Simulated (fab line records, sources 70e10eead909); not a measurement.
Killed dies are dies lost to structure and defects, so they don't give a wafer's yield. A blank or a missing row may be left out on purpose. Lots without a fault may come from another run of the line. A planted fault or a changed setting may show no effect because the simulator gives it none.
Which tool did it? | flow nand_harc | 6 lots, 18 wafers sampled, at 4 steps of a route of 1302

WHAT THE GAUGES READ, wafer by wafer
NHARC_P_GATE_INSPECT_68.
lot  | measured     | on                | raw_defect_count
L574 | day 6 08:58  | defect_inspect-02 | 264 186 216
L581 | day 8 14:55  | defect_inspect-02 | 228 199 261
L587 | day 11 19:25 | defect_inspect-02 | 145 144 147
L591 | day 12 19:45 | defect_inspect-02 | 289 129 394
L593 | day 13 15:07 | defect_inspect-01 | 113 100 100
L597 | day 15 10:02 | defect_inspect-01 | 138 216 153

WHICH TOOL RAN EACH LOT (tool, then ch and the chambers of the sampled wafers, then the start)
lot  | NHARC_P_GATE_DESCUM_93             | NHARC_P_GATE_DEGAS_109       | NHARC_P_GATE_PRE_CLEAN_110
L574 | rie_diel-05 ch 1,3, day 6 06:05    | pvd_sputter-02, day 6 08:01  | pvd_sputter-02, day 6 08:04
L581 | rie_diel-13 ch 1,3, day 8 12:00    | pvd_sputter-02, day 8 13:58  | pvd_sputter-02, day 8 14:01
L587 | rie_diel-13 ch 0,1,2, day 11 15:56 | pvd_sputter-03, day 11 18:22 | pvd_sputter-03, day 11 18:25
L591 | rie_diel-05 ch 0,1,3, day 12 16:52 | pvd_sputter-01, day 12 18:48 | pvd_sputter-01, day 12 18:51
L593 | rie_diel-05 ch 0,1, day 13 12:10   | pvd_sputter-03, day 13 14:08 | pvd_sputter-03, day 13 14:11
L597 | rie_diel-05 ch 0,3, day 15 07:04   | pvd_sputter-03, day 15 09:03 | pvd_sputter-03, day 15 09:05
- NHARC_P_GATE_DESCUM_93: chemistry O2, time 3 s.
- NHARC_P_GATE_DEGAS_109: time 60 s.
- NHARC_P_GATE_PRE_CLEAN_110: time 30 s.

THE ANSWER, worked out from the rows above alone
Rule: what is usual is taken from the lots themselves. Put in order of their means at a reading, lots are off if they are a third of the lots or fewer, leave a main group of 4 or more, and stand apart from it by a gap of 3 or more times the standard deviation of the main group's means; of several such gaps the widest counts. A main group whose means are all the same, to the digits that the tables above print for the reading, isn't used. A lot without any number at a reading at which 4 lots or more have one is off too. The other lots that the step has rows for count as sound.
No lot is off at any reading shown: from this, nothing can be told.

WHAT THE SIMULATOR HAD PUT IN
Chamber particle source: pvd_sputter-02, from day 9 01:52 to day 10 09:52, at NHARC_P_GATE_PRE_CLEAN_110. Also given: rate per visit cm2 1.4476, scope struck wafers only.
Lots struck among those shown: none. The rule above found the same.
